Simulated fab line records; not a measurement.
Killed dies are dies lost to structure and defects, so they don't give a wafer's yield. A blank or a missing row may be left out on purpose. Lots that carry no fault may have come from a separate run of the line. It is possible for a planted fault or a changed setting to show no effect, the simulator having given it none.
A struck lot beside a sound one ; flow nand_harc ; 14 steps out of a route of 1159
Sound: these wafers, L764.2, L764.3, L764.5. Struck: wafer L774.4. (L774.3 of the same lot was not struck and is left out.) The cause comes at the end.
Each step with rows lists, per side, the tool, then ch with its chambers, then its first start. Under that, the readings that differ: sound wafers ; struck wafers ; difference of the means ; sigmas: that difference in standard deviations of wafers without a fault.
alike: a reading whose means differ by less than 2 such deviations, as well as words and numbers matching on both sides. not compared: withheld readings; readings where some wafer has no value; bounds like >300 that might hide an equal value; numbers whose values overlap and for which the record gives no deviation.
The two part at a step that has a row with sigmas, a row that says differs or no value, or rows on one side only. Non-overlapping numbers with no deviation appear without sigmas and do not part them. Lack of a reading on every wafer of one side parts them only where that side has two or more wafers.

NHARC_A_ONON_D1_THK_MEAS_30: measures by ellipsometry.
  sound on film_metro-01, day 9 00:23; struck on film_metro-01, day 11 06:33
  alike: thk_nm
NHARC_A_ONON_D1_DEP_33: deposits SiO2, target thk 200 nm.
  sound on pecvd-01 ch 0,1, day 9 00:27; struck on pecvd-04 ch 0, day 11 07:11
  alike: flow_sccm, heater_power_w, throttle_valve_pct
NHARC_A_ONON_D1_THK_MEAS_34: measures by ellipsometry.
  sound on film_metro-01, day 9 00:52; struck on film_metro-01, day 11 07:31
reading;sound;struck;difference;sigmas
thk_nm (nm);196.5 200.9 203.3;207.7;+7.5;+2
NHARC_A_ONON_D1_INSPECT_32:
  sound on defect_inspect-01, day 9 00:55; struck on defect_inspect-01, day 11 07:36
  alike: raw_defect_count
NHARC_A_CHANNEL_HOLE_D1_DEP_00: deposits aC, target thk 3100 nm.
  sound on acl_dep-02 ch 0, day 9 01:18; struck on acl_dep-01 ch 0, day 11 10:15
  alike: throttle_valve_pct
NHARC_A_CHANNEL_HOLE_D1_DEP_01: deposits SiON, target thk 140 nm.
  sound on pecvd-03 ch 0,1,2, day 9 03:07; struck on pecvd-01 ch 2, day 11 11:44
  alike: heater_power_w
then, 5 steps without rows for these wafers: NHARC_A_CHANNEL_HOLE_D1_DEHYDRATE_02 (time 120 s); NHARC_A_CHANNEL_HOLE_D1_HMDS_03 (time 30 s); NHARC_A_CHANNEL_HOLE_D1_COAT_36 (time 75 s); NHARC_A_CHANNEL_HOLE_D1_COAT_37 (time 65 s); NHARC_A_CHANNEL_HOLE_D1_COAT_04 (resist thk 90 nm).
NHARC_A_CHANNEL_HOLE_D1_SOFTBAKE_05: time 55 s.
  sound on litho_track-06 ch 0, day 9 03:00; struck on litho_track-01 ch 0, day 11 12:00
reading;sound;struck;difference;sigmas
heater_power_total_W (W);188.42 188.66 188.41;322.91;+134.41;+99 or more
resist_line_temp_C (C);23.04 23.01 23.04;22.82;-0.21;-2
then, 2 steps without rows for these wafers: NHARC_A_CHANNEL_HOLE_D1_EBR_06; NHARC_END_SORT_01.

== WHERE THEY PART ==
Last at NHARC_A_CHANNEL_HOLE_D1_SOFTBAKE_05 as far as this record goes, first at NHARC_A_ONON_D1_THK_MEAS_34.

WHY: what the simulator had put in
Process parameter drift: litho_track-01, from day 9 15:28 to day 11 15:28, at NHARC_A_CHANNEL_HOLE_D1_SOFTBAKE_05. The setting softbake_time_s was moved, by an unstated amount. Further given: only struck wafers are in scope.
